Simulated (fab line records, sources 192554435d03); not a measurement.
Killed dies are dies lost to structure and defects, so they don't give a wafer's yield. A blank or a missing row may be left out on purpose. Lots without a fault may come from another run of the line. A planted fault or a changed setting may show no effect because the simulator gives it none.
Which tool did it? | flow n5_finfet | 10 lots, 30 wafers sampled, at 6 steps of a route of 1938

WHAT THE GAUGES READ, wafer by wafer
N5_STI_FIN_REVEAL_FIN_H_MEAS_10.
lot  | measured    | on     | trench_depth_nm (nm)
L596 | day 2 20:17 | ocd-02 | 52.1 51.8 51.5
L597 | day 3 02:39 | ocd-02 | 50.9 52.6 52.1
L598 | day 3 07:47 | ocd-02 | 53.3 53.3 53.6
L601 | day 4 03:07 | ocd-02 | 52.0 52.3 52.3
L605 | day 5 01:02 | ocd-02 | 52.0 51.5 52.3
L607 | day 5 13:41 | ocd-02 | 51.4 52.1 51.7
L608 | day 5 19:26 | ocd-01 | 52.0 51.9 51.2
L610 | day 6 08:44 | ocd-02 | 51.3 51.3 51.1
L611 | day 6 13:59 | ocd-01 | 52.1 58.1 57.5
L613 | day 7 01:04 | ocd-02 | 52.7 52.6 52.8

N5_BEOL_M4_RC_MEAS_101.
lot  | measured     | on        | DIBL_N (mV/V)  | DIBL_P (mV/V)  | IOFF_N (nA/um)    | IOFF_P (nA/um)    | ION_N (uA/um) | ION_P (uA/um) | SS_N (mV/dec)  | SS_P (mV/dec)  | VT_N (mV)         | VT_P (mV)
L596 | day 9 06:21  | prober-01 | 39.7 37.9 37.8 | 38.0 35.7 35.3 | 0.211 0.180 0.174 | 0.267 0.226 0.220 | 692 686 674   | 469 469 463   | 72.4 71.0 71.6 | 74.2 73.1 72.9 | 244.7 245.5 247.3 | -246 -248 -249
L597 | day 9 04:13  | prober-02 | 35.3 34.1 34.1 | 33.7 32.7 33.6 | 0.136 0.125 0.129 | 0.182 0.170 0.179 | 658 659 668   | 455 458 458   | 70.3 70.5 70.8 | 73.0 72.9 72.8 | 255.9 253.4 253.7 | -250 -250 -251
L598 | day 9 01:15  | prober-02 | 35.6 37.3 36.9 | 34.5 36.0 36.0 | 0.152 0.181 0.180 | 0.219 0.244 0.244 | 676 685 679   | 470 472 468   | 71.3 71.9 71.7 | 73.5 73.3 73.9 | 247.8 246.9 249.0 | -246 -247 -245
L601 | day 10 10:31 | prober-02 | 39.2 37.6 38.4 | 38.2 36.8 37.3 | 0.191 0.175 0.176 | 0.240 0.219 0.224 | 684 681 684   | 465 464 466   | 72.3 72.0 72.6 | 73.7 72.9 73.1 | 248.0 247.0 248.2 | -246 -248 -246
L605 | day 12 19:20 | prober-01 | 34.9 36.6 34.6 | 34.7 36.5 34.2 | 0.144 0.170 0.131 | 0.182 0.208 0.178 | 674 669 665   | 460 458 461   | 71.2 71.6 70.7 | 72.9 73.3 72.7 | 250.8 247.6 249.1 | -253 -249 -251
L607 | day 13 02:11 | prober-02 | 35.6 36.8 35.9 | 34.4 36.1 35.5 | 0.148 0.175 0.152 | 0.192 0.229 0.214 | 673 687 671   | 458 468 464   | 70.7 71.4 71.7 | 73.2 73.6 73.0 | 250.9 248.2 248.8 | -250 -248 -248
L608 | day 13 17:03 | prober-01 | 35.5 36.0 36.7 | 37.1 38.0 38.3 | 0.165 0.177 0.189 | 0.201 0.215 0.210 | 674 673 670   | 460 457 455   | 71.6 71.8 72.2 | 74.1 74.1 74.1 | 248.2 249.4 247.0 | -253 -253 -251
L610 | day 13 08:50 | prober-02 | 37.3 38.8 37.2 | 36.1 38.8 35.9 | 0.187 0.219 0.182 | 0.241 0.290 0.238 | 675 681 669   | 464 468 459   | 72.4 72.3 72.7 | 73.5 75.0 73.2 | 248.6 245.4 246.7 | -245 -244 -246
L611 | day 14 05:10 | prober-01 | 36.7 35.4 33.8 | 35.2 36.1 34.1 | 0.151 0.152 0.127 | 0.167 0.181 0.159 | 675 725 717   | 448 503 493   | 72.3 71.2 71.1 | 73.0 72.9 72.1 | 250.5 246.8 250.5 | -255 -255 -252
L613 | day 14 20:09 | prober-02 | 35.9 35.2 36.6 | 35.4 35.2 36.0 | 0.156 0.148 0.169 | 0.219 0.225 0.230 | 675 681 681   | 464 472 466   | 70.9 70.5 70.9 | 73.2 73.5 73.4 | 246.8 249.7 246.5 | -250 -248 -248

WHICH TOOL RAN EACH LOT (tool, then ch and the chambers of the sampled wafers, then the start)
lot  | N5_STI_FIN_REVEAL_ALD_00         | N5_STI_FIN_REVEAL_ALD_14         | N5_STI_FIN_REVEAL_RECESS_09       | N5_DUMMY_GATE_ALD_02
L596 | ald_sin-01 ch 0,2,3, day 2 11:05 | ald_sin-01 ch 0,2,3, day 2 11:08 | vapor_etch-02 ch 0,1, day 2 17:35 | ald_sin-01 ch 0,2, day 2 20:28
L597 | ald_sin-03 ch 1,2,3, day 2 17:31 | ald_sin-03 ch 1,2,3, day 2 17:34 | vapor_etch-02 ch 0,1, day 2 23:35 | ald_sin-02 ch 1,2,3, day 3 02:50
L598 | ald_sin-03 ch 0,3, day 2 22:10   | ald_sin-03 ch 0,3, day 2 22:13   | vapor_etch-01 ch 0,1, day 3 04:59 | ald_sin-02 ch 0,3, day 3 07:58
L601 | ald_sin-01 ch 0,1,2, day 3 18:13 | ald_sin-01 ch 0,1,2, day 3 18:16 | vapor_etch-02 ch 0,1, day 4 00:25 | ald_sin-04 ch 0,2,3, day 4 03:19
L605 | ald_sin-03 ch 0,1,2, day 4 15:52 | ald_sin-03 ch 0,1,2, day 4 15:55 | vapor_etch-02 ch 0,1, day 4 22:20 | ald_sin-01 ch 0,1, day 5 01:13
L607 | ald_sin-03 ch 1,2,3, day 5 04:11 | ald_sin-03 ch 1,2,3, day 5 04:14 | vapor_etch-02 ch 0,1, day 5 10:59 | ald_sin-02 ch 1,2,3, day 5 13:52
L608 | ald_sin-04 ch 0,3, day 5 10:25   | ald_sin-04 ch 0,3, day 5 10:28   | vapor_etch-02 ch 1, day 5 16:38   | ald_sin-02 ch 0,1, day 5 19:38
L610 | ald_sin-03 ch 0,1,3, day 5 23:58 | ald_sin-03 ch 0,1,3, day 6 00:01 | vapor_etch-01 ch 0,1, day 6 06:02 | ald_sin-04 ch 0,2,3, day 6 08:55
L611 | ald_sin-01 ch 0,1,2, day 6 05:22 | ald_sin-01 ch 0,1,2, day 6 05:25 | vapor_etch-02 ch 0,1, day 6 11:16 | ald_sin-04 ch 2,3, day 6 14:22
L613 | ald_sin-01 ch 0,2, day 6 16:00   | ald_sin-01 ch 0,2, day 6 16:03   | vapor_etch-01 ch 0,1, day 6 22:22 | ald_sin-04 ch 1,2, day 7 01:14
- N5_STI_FIN_REVEAL_ALD_00: deposits SiO2, target thk 1 nm, pulse time 1 s.
- N5_STI_FIN_REVEAL_ALD_14: deposits Si3N4, target thk 3 nm.
- N5_STI_FIN_REVEAL_RECESS_09: chemistry HF/NH3, target SiO2, afs cycles 11, target depth 42.5 nm, sublimation time 60 s.
- N5_DUMMY_GATE_ALD_02: deposits SiO2, target thk 2 nm, pulse time 1 s.

WHAT THE TOOLS THEMSELVES READ (means of the sampled wafers that have a number; where no wafer has one, the mark that the record gives instead)
N5_STI_FIN_REVEAL_ALD_00.
lot  | tool       | heater_power_w (W) | precursor_pulse_height_rel
L596 | ald_sin-01 | 440                | 0.985
L597 | ald_sin-03 | 446                | 0.973
L598 | ald_sin-03 | 406                | 0.985
L601 | ald_sin-01 | 449                | 1.015
L605 | ald_sin-03 | 435                | 0.993
L607 | ald_sin-03 | 453                | 1.010
L608 | ald_sin-04 | 472                | 0.984
L610 | ald_sin-03 | 440                | 1.001
L611 | ald_sin-01 | 454                | 0.993
L613 | ald_sin-01 | 418                | 1.002

N5_STI_FIN_REVEAL_ALD_14.
lot  | tool       | heater_power_w (W)
L596 | ald_sin-01 | 783
L597 | ald_sin-03 | 804
L598 | ald_sin-03 | 734
L601 | ald_sin-01 | 782
L605 | ald_sin-03 | 792
L607 | ald_sin-03 | 794
L608 | ald_sin-04 | 843
L610 | ald_sin-03 | 779
L611 | ald_sin-01 | 805
L613 | ald_sin-01 | 734

N5_STI_FIN_REVEAL_RECESS_09.
lot  | tool          | drypump_motor_current_A (A) | temp_c (C)
L596 | vapor_etch-02 | 5.2                         | 29.99
L597 | vapor_etch-02 | 5.1                         | 29.97
L598 | vapor_etch-01 | 6.1                         | 30.06
L601 | vapor_etch-02 | 5.2                         | 30.00
L605 | vapor_etch-02 | 5.1                         | 29.98
L607 | vapor_etch-02 | 5.1                         | 30.07
L608 | vapor_etch-02 | 5.4                         | 30.11
L610 | vapor_etch-01 | 5.7                         | 30.06
L611 | vapor_etch-02 | 5.2                         | 30.06
L613 | vapor_etch-01 | 5.7                         | 30.03

N5_DUMMY_GATE_ALD_02.
lot  | tool       | heater_power_w (W) | precursor_pulse_height_rel
L596 | ald_sin-01 | 426                | 0.994
L597 | ald_sin-02 | 526                | 0.986
L598 | ald_sin-02 | 491                | 0.991
L601 | ald_sin-04 | 498                | 0.988
L605 | ald_sin-01 | 453                | 1.007
L607 | ald_sin-02 | 524                | 1.010
L608 | ald_sin-02 | 483                | 1.005
L610 | ald_sin-04 | 497                | 1.010
L611 | ald_sin-04 | 487                | 0.990
L613 | ald_sin-04 | 525                | 1.011

THE ANSWER, worked out from the rows above alone
Rule: what is usual is taken from the lots themselves. Put in order of their means at a reading, lots are off if they are a third of the lots or fewer, leave a main group of 4 or more, and stand apart from it by a gap of 3 or more times the standard deviation of the main group's means; of several such gaps the widest counts. A main group whose means are all the same, to the digits that the tables above print for the reading, isn't used. A lot without any number at a reading at which 4 lots or more have one is off too. The other lots that the step has rows for count as sound. The gauges are gone through in route order, then the tools' own readings, and for those a lot's mean is taken as printed above. The first step at which some lot is off is used, and at that step the reading that is off furthest; a lot without a number counts as furthest.
Off: L611, at N5_STI_FIN_REVEAL_FIN_H_MEAS_10 (trench_depth_nm). The main group: mean 52.1 nm, standard deviation 0.6.
A tool fits if, at a process step before that reading, it ran every lot that is off, and no sound lot after the first of them. The gauges at N5_STI_FIN_REVEAL_FIN_H_MEAS_10 aren't tried: what is off there is off at N5_BEOL_M4_RC_MEAS_101 too, on other tools, and a gauge's error can't cause that. One fits: vapor_etch-02 at N5_STI_FIN_REVEAL_RECESS_09. Its last sound lot is L608 (day 5 16:38), its first lot that is off L611 (day 6 11:16): a fault that began between those two fits.

WHAT THE SIMULATOR HAD PUT IN
Process parameter drift: vapor_etch-02, from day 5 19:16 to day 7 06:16, at N5_STI_FIN_REVEAL_RECESS_09. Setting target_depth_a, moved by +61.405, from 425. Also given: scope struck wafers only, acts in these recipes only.
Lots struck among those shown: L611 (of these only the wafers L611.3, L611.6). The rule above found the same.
